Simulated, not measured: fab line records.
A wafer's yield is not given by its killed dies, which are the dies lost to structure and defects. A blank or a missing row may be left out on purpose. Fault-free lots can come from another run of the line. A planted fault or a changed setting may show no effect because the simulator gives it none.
A lot that was struck, set against a sound lot -- flow nand harc -- 14 out of 1302 route steps
Sound: the wafers L930.3, L930.4, L930.6. Struck: wafer L927.1. (L927.2, L927.4 of the same lot were not struck and are left out.) The cause comes at the end.
Per side, at each step with rows, come the tool, then ch with its chambers, and then its first start. Under that, the readings that differ: sound wafers -- struck wafers -- difference of the means -- sigmas: that difference in standard deviations of wafers without a fault.
alike: readings with means less than 2 such deviations apart, plus words and numbers identical on both sides. not compared: withheld readings, readings lacking a value on some wafer, bounds such as >300 that could conceal the same value, and numbers that have no deviation in the record and whose values overlap.
Wherever a step has rows on one side only, a row that says differs or no value, or a row with sigmas, the two part there. Numbers that don't overlap but have no deviation are shown without sigmas and don't part them. A reading that every wafer of one side lacks parts them only if that side has two wafers or more.

first, 7 steps without rows for these wafers: NHARC_A_BONDPAD_COAT_33 (time 65 s); NHARC_A_BONDPAD_COAT_03 (resist thk 600 nm); NHARC_A_BONDPAD_SOFTBAKE_04 (time 70 s); NHARC_A_BONDPAD_EBR_05; NHARC_A_BONDPAD_EXPOSE_06 (exposes mask A BPAD); NHARC_A_BONDPAD_PEB_07 (peb time 80 s); NHARC_A_BONDPAD_DEVELOP_08 (time 50 s).
NHARC_A_BONDPAD_CD_MEAS_09: target cd 500 nm.
  sound on cd sem-01 ch 0, day 29 23:13; struck on cd sem-02 ch 0, day 28 16:32
reading,sound,struck,difference,sigmas
cd nm (nm),499.0 496.6 498.6,501.6,+3.5,+2
NHARC_A_BONDPAD_OVL_MEAS_35:
  sound on overlay-02, day 29 23:19; struck on overlay-02, day 28 16:38
  alike: overlay x nm, overlay y nm
then, 1 step without rows for these wafers: NHARC_A_BONDPAD_HARDBAKE_10 (time 65 s).
NHARC_A_BONDPAD_DESCUM_11: chemistry O2, time 3 s.
  sound on rie diel-06 ch 0,1,2, day 29 23:26; struck on rie diel-05 ch 0, day 28 16:45
  alike: drypump motor current A, oes product au, rf vpp V, showerhead plenum p Torr, throttle valve pct
  not compared: rf hours counter h
NHARC_A_BONDPAD_ETCH_34: etches the open film in N2/H2, target depth 60 nm, overetch 18 nm, time 65.91 s.
  sound on rie diel-06 ch 0,3, day 29 23:31; struck on rie diel-05 ch 1, day 28 16:50
reading,sound,struck,difference,sigmas
rf vpp V (V),435.5 426.5 434.1,428.0,-4.0,-2
showerhead plenum p Torr (Torr),2.20 1.91 2.20,1.96,-0.14,-2
throttle valve pct (%),14.163 14.160 14.163,14.190,+0.028,+3
  alike: drypump motor current A, n2 flow sccm, oes product au, run length s
  not compared: rf hours counter h
NHARC_A_BONDPAD_ETCH_12: etches the open film in CHF3/O2, target depth 220 nm, time 110 s.
  sound on rie diel-06 ch 0,1,2, day 29 23:37; struck on rie diel-05 ch 3, day 28 16:56
reading,sound,struck,difference,sigmas
run length s (s),131.7 131.8 130.8,114.7,-16.7,-38
throttle valve pct (%),20.559 20.569 20.569,20.547,-0.019,-2
  alike: drypump motor current A, oes product au, rf vpp V, showerhead plenum p Torr
  not compared: rf hours counter h
NHARC_A_BONDPAD_CD_MEAS_13:
  sound on cd sem-02, day 29 23:45; struck on cd sem-01, day 28 17:04
reading,sound,struck,difference,sigmas
cd nm (nm),498.2 494.7 496.9,500.5,+3.9,+2

## WHERE THEY PART
Earliest at NHARC_A_BONDPAD_CD_MEAS_09; latest, in this record, at NHARC_A_BONDPAD_CD_MEAS_13.

WHY: what had been put in by the simulator
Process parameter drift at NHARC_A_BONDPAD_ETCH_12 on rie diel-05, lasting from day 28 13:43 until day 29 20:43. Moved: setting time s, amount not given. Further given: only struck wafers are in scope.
